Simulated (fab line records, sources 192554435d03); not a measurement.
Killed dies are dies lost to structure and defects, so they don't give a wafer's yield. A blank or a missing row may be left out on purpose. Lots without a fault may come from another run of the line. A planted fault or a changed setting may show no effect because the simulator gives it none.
Split-lot experiment | flow n5_finfet | 7 lots, 21 wafers read, on a route of 1938 steps

THE SPLIT
At N5_BEOL_M6_TRENCH_ETCH_37 (etches SiCOH lowk in C4F6/O2, target depth 94.435 nm, time 31.5 s), the setting time_s was moved away from the recipe's 31.5 s on 9 of the 21 wafers read, by -13.1% to +19.4%. The other wafers ran this setting at the recipe's value.

FROM THE SPLIT TO THE READING: what the file shows between them, 8 steps
- N5_BEOL_M6_ETCH_41: etches SiCN in CH3F/O2, target depth 29.7 nm, time 52 s
- N5_BEOL_M6_STRIP_80: strips in N2/H2, time 10 s
- N5_BEOL_M6_OCD_MEAS_38
- N5_BEOL_M6_HM_STRIP_39: strips TiN in peroxide tin strip, target depth 25 nm, time 158 s
- N5_BEOL_M6_SRD_40: time 30 s
- N5_BEOL_M6_ECD_50: material Cu, target thk 300 nm
- N5_BEOL_M6_ANNEAL_51: time 90 s
- N5_BEOL_M6_CMP_52: polishes, stops on SiCOH lowk, t overpolish 6.9 s, target thk 80 nm

THE READING
M6_THK, in nm, at N5_BEOL_M6_THK_MEAS_53 (measures by xrf). Fault-free wafers of this fab line usually give 80.0 nm, standard deviation 1.8 nm.

wafer  | tool, chamber at the split | time_s as run, s | against the recipe | M6_THK, nm | against lot-mates on the recipe
L074.4 | rie_diel-05, 1             | 36.37            | +15.5%             | 91.9       | +11.2
L074.5 | rie_diel-05, 2             | 31.5             | recipe             | 82.5       | -
L074.6 | rie_diel-05, 0             | 31.5             | recipe             | 78.9       | -
L075.2 | rie_diel-05, 1             | 36.96            | +17.3%             | 93.5       | no lot-mate on the recipe
L075.3 | rie_diel-05, 3             | 36.96            | +17.3%             | 95.4       | no lot-mate on the recipe
L075.6 | rie_diel-05, 2             | 36.96            | +17.3%             | 98.3       | no lot-mate on the recipe
L076.3 | rie_diel-06, 2             | 31.5             | recipe             | 79.5       | -
L076.5 | rie_diel-06, 3             | 29.17            | -7.4%              | 71.3       | -6.7
L076.6 | rie_diel-06, 0             | 31.5             | recipe             | 76.5       | -
L080.1 | rie_diel-05, 3             | 31.5             | recipe             | 80.4       | -
L080.5 | rie_diel-05, 1             | 37.61            | +19.4%             | 96.7       | +16.3
L080.6 | rie_diel-05, 2             | 37.61            | +19.4%             | 101.7      | +21.3
L085.3 | rie_diel-03, 1             | 31.5             | recipe             | 83.1       | -
L085.4 | rie_diel-03, 1             | 31.5             | recipe             | 81.7       | -
L085.5 | rie_diel-03, 2             | 27.36            | -13.1%             | 66.9       | -15.5
L086.1 | rie_diel-06, 1             | 31.5             | recipe             | 79.7       | -
L086.2 | rie_diel-06, 2             | 31.5             | recipe             | 78.1       | -
L086.5 | rie_diel-06, 2             | 31.5             | recipe             | 80.7       | -
L097.3 | rie_diel-05, 0             | 31.5             | recipe             | 77.3       | -
L097.5 | rie_diel-05, 3             | 31.5             | recipe             | 77.4       | -
L097.6 | rie_diel-05, 0             | 36.1             | +14.6%             | 91.0       | +13.7

THE FIT
A straight line over all 21 wafers: M6_THK changes by +0.944 nm for each +1% of time_s; r = +0.97; the points scatter about the line by 2.2 nm.
The same after taking each lot's own level away (the mean of its wafers on the recipe; 18 wafers): +0.957 nm for each +1%; r = +0.98; scatter 1.7 nm.
On that fit, the largest move of time_s shifts the reading by 19 nm.
The lots' own levels span 77.35 to 82.40 nm, that is 2.8 times the standard deviation above.
So the lot-to-lot level changes the slope little: the two slopes agree.
Check: with one of the wafers moved furthest among these (+19.4%) left out of the fit, the line predicts +19 nm for it against its lot-mates. It came out at +16.3 nm against them.

OTHER SPLITS ON THESE WAFERS
These wafers also went through other splits before the reading. Each is held against what the fit with the lots' levels taken away leaves over:
other split on the same wafers | wafers away from the commonest value | r with M6_THK (lot level and that fit taken away)
N5_BEOL_M1_COAT_62 spin_rpm    | 5                                    | -0.14
N5_BEOL_M2_SPUTTER_86 time_s   | 5                                    | -0.14
N5_BEOL_M3_SPUTTER_48 time_s   | 5                                    | +0.06
N5_BEOL_M5_COAT_66 spin_rpm    | 8                                    | +0.33
N5_BEOL_M5_COAT_22 spin_rpm    | 4                                    | +0.23
N5_BEOL_M6_ETCH_62 time_s      | 7                                    | -0.31
N5_BEOL_M6_ETCH_66 bias_w      | 9                                    | -0.27

THE WHOLE CHAIN: every reading that the file lists as answering this split, in the file's order
step                      | what it does                                                        | reading                                                                      | change (the file's fit)               | r (the file's)
N5_BEOL_M6_TRENCH_ETCH_37 | etches SiCOH lowk in C4F6/O2, target depth 94.435 nm, time 31.5 s   | etch.depth_nm (the simulator's own value, which no gauge read)               | +0.928 nm for each +1% of the setting | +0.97
N5_BEOL_M6_TRENCH_ETCH_37 | etches SiCOH lowk in C4F6/O2, target depth 94.435 nm, time 31.5 s   | BEOL_M6.feature_depth_nm (the simulator's own value, which no gauge read)    | +0.927 nm for each +1% of the setting | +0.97
N5_BEOL_M6_OCD_MEAS_38    |                                                                     | trench_depth_nm                                                              | +0.929 nm for each +1% of the setting | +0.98
N5_BEOL_M6_CMP_52         | polishes, stops on SiCOH lowk, t overpolish 6.9 s, target thk 80 nm | Cu_of_BEOL_M6_ECD_50.thk_nm (the simulator's own value, which no gauge read) | +0.939 nm for each +1% of the setting | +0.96
N5_BEOL_M6_THK_MEAS_53    | measures by xrf                                                     | M6_THK                                                                       | +0.935 for each +1% of the setting    | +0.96

THE FILE'S OWN FIT
M6_THK changes by +0.935 nm for each +1% of time_s, r = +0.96.
